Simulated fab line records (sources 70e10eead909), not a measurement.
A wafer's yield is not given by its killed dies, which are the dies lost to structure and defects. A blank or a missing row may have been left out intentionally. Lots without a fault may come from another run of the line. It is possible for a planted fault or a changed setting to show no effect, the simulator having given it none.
Chamber matching	flow nand_harc	ald_hk-04 running NHARC_A_CHANNEL_FILL_D1_ALD_14: 4 sister chambers
The step deposits SiO2, target thk 2.5 nm, pulse time 10 s, ald cycles 25. 4 wafers are shown with their chamber, then 9 later ones without.

== WAFERS WITH THEIR CHAMBER ==
wafer	chamber	heater_power_w (W)
L089.1	3	498
L089.5	2	537
L091.5	0	479
L091.6	1	456

== WAFERS WITHOUT THEIR CHAMBER ==
wafer	heater_power_w (W)
L093.2	476
L093.5	501
L093.6	505
L096.1	473
L096.4	509
L096.6	559
L097.2	504
L097.3	542
L097.4	475

== CHAMBER TAKEN BY EACH ==
wafer	from the rows above	in truth
L093.2	can't be placed: 0 or 1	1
L093.5	3	3
L093.6	3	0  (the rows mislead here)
L096.1	can't be placed: 0 or 1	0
L096.4	can't be placed: 3 or 2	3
L096.6	2	2
L097.2	3	3
L097.3	2	2
L097.4	can't be placed: 0 or 1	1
Correct placement for 4 of the 9. From these rows, 4 cannot be placed; in 4 the true chamber is one of the candidates. Wrongly placed: 1.
How it was worked out, from the rows above alone: a wafer's distance from a chamber is the root of the sum, over the readings, of the square of ((its reading less the chamber's mean) divided by the reading's scatter). The wafer belongs to the nearest chamber; if the next one is less than 2 further off, it can't be placed. The mean given for a chamber averages the wafers shown for that chamber. The scatter: root of mean squared gap, hidden wafer to nearest shown wafer, with one shown wafer a chamber.
